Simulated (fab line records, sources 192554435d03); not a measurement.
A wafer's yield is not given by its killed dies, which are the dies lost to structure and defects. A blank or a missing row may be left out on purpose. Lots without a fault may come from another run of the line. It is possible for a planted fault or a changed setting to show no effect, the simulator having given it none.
Matching of chambers    flow n5Finfet    cmp-04 running N5_BEOL_M1_CMP_52: 4 sister chambers
The step polishes, stops on SiOC, t overpolish 6.8 s, target thk 40 nm. 4 wafers are shown with their chamber, then 11 later ones without.

== WAFERS, EACH WITH ITS CHAMBER ==
wafer   chamber  motorCurrentA (A)
L084.3  1        5.3
L086.3  0        7.3
L086.5  2        5.4
L089.1  3        6.9

== WAFERS MISSING THEIR CHAMBER ==
wafer   motorCurrentA (A)
L089.5  5.8
L089.6  7.4
L094.1  6.8
L094.2  7.2
L094.3  5.6
L095.2  5.6
L095.3  6.7
L095.5  5.5
L096.2  5.5
L096.4  5.7
L096.5  5.3

== EACH ONE'S CHAMBER ==
wafer    from the rows above       in truth
L089.5   can't be placed: 2 or 1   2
L089.6   0                         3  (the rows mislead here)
L094.1   3                         3
L094.2   can't be placed: 0 or 3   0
L094.3   can't be placed: 2 or 1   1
L095.2   can't be placed: 2 or 1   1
L095.3   3                         3
L095.5   can't be placed: 2 or 1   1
L096.2   can't be placed: 2 or 1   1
L096.4   can't be placed: 2 or 1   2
L096.5   can't be placed: 1 or 2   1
Correct placement for 2 of the 11. From these rows, 8 cannot be placed; in 8 the true chamber is one of the candidates. 1 placed wrongly.
How it was worked out, from the rows above alone: a wafer's distance from a chamber is the root of the sum, over the readings, of the square of ((its reading less the chamber's mean) divided by the reading's scatter). If the next closest chamber is less than 2 further off than the closest, the wafer can't be placed; otherwise it belongs to the closest. Each chamber's mean is taken over the wafers shown for it. The scatter: with one shown wafer a chamber, the root of the mean of the squares of how far each hidden wafer lies from its nearest shown one.
